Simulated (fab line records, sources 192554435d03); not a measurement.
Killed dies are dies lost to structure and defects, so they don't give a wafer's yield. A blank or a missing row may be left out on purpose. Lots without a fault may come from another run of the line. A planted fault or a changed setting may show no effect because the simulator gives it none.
Which tool did it? | flow n5_finfet | 12 lots, 36 wafers sampled, at 5 steps of a route of 1938

WHAT THE GAUGES READ, wafer by wafer
N5_BEOL_M1_INSPECT_13: inspects for defects (brightfield).
lot  | measured     | on                | raw_defect_count
L075 | day 6 11:56  | defect_inspect-01 | 285 385 430
L077 | day 6 23:40  | defect_inspect-02 | 385 368 289
L079 | day 7 06:00  | defect_inspect-02 | 230 369 225
L081 | day 7 17:09  | defect_inspect-01 | 490 373 494
L083 | day 8 05:41  | defect_inspect-02 | 459 357 384
L085 | day 8 19:31  | defect_inspect-02 | 404 520 362
L087 | day 9 11:55  | defect_inspect-02 | 536 429 434
L090 | day 10 02:28 | defect_inspect-02 | 502 516 385
L091 | day 10 10:43 | defect_inspect-01 | 290 476 508
L093 | day 10 14:41 | defect_inspect-01 | 291 280 462
L095 | day 11 10:23 | defect_inspect-02 | 273 342 262
L097 | day 11 19:31 | defect_inspect-02 | 558 503 430

WHICH TOOL RAN EACH LOT (tool, then ch and the chambers of the sampled wafers, then the start)
lot  | N5_BEOL_M0_STRIP_104               | N5_BEOL_M0_DEGAS_112         | N5_BEOL_M0_ANNEAL_133        | N5_BEOL_M0_ANNEAL_135
L075 | rie_diel-03 ch 0,2,3, day 6 06:29  | pvd_sputter-02, day 6 07:10  | pvd_sputter-02, day 6 09:35  | pvd_sputter-02, day 6 09:42
L077 | rie_diel-03 ch 0,3, day 6 17:01    | pvd_sputter-03, day 6 17:52  | pvd_sputter-03, day 6 18:45  | pvd_sputter-03, day 6 18:52
L079 | rie_diel-02 ch 0,1,2, day 7 00:39  | pvd_sputter-03, day 7 01:22  | pvd_sputter-01, day 7 02:07  | pvd_sputter-01, day 7 02:14
L081 | rie_diel-06 ch 1,2,3, day 7 12:13  | pvd_sputter-01, day 7 12:50  | pvd_sputter-02, day 7 13:44  | pvd_sputter-02, day 7 13:51
L083 | rie_diel-06 ch 0,2,3, day 7 22:05  | pvd_sputter-01, day 7 23:19  | pvd_sputter-01, day 8 00:12  | pvd_sputter-01, day 8 00:19
L085 | rie_diel-02 ch 3, day 8 13:36      | pvd_sputter-02, day 8 14:53  | pvd_sputter-02, day 8 17:29  | pvd_sputter-02, day 8 17:36
L087 | rie_diel-03 ch 0,2,3, day 9 03:44  | pvd_sputter-02, day 9 04:26  | pvd_sputter-03, day 9 06:32  | pvd_sputter-03, day 9 06:40
L090 | rie_diel-02 ch 0,3, day 9 21:58    | pvd_sputter-01, day 9 22:45  | pvd_sputter-01, day 9 23:40  | pvd_sputter-01, day 9 23:47
L091 | rie_diel-03 ch 0,2,3, day 10 05:39 | pvd_sputter-03, day 10 06:20 | pvd_sputter-02, day 10 07:47 | pvd_sputter-02, day 10 07:54
L093 | rie_diel-03 ch 0,2, day 10 10:43   | pvd_sputter-01, day 10 11:29 | pvd_sputter-03, day 10 12:46 | pvd_sputter-03, day 10 12:53
L095 | rie_diel-03 ch 0,2,3, day 11 04:09 | pvd_sputter-01, day 11 05:27 | pvd_sputter-02, day 11 06:22 | pvd_sputter-02, day 11 06:29
L097 | rie_diel-03 ch 1,2,3, day 11 12:19 | pvd_sputter-01, day 11 13:19 | pvd_sputter-01, day 11 15:44 | pvd_sputter-01, day 11 15:52
- N5_BEOL_M0_STRIP_104: strips in N2/H2.
- N5_BEOL_M0_DEGAS_112: time 60 s.
- N5_BEOL_M0_ANNEAL_133: time 60 s.
- N5_BEOL_M0_ANNEAL_135: time 60 s.

THE ANSWER, worked out from the rows above alone
Rule: what is usual is taken from the lots themselves. Put in order of their means at a reading, lots are off if they are a third of the lots or fewer, leave a main group of 4 or more, and stand apart from it by a gap of 3 or more times the standard deviation of the main group's means; of several such gaps the widest counts. A main group whose means are all the same, to the digits that the tables above print for the reading, isn't used. A lot without any number at a reading at which 4 lots or more have one is off too. The other lots that the step has rows for count as sound.
No lot is off at any reading shown: from this, nothing can be told.

WHAT THE SIMULATOR HAD PUT IN
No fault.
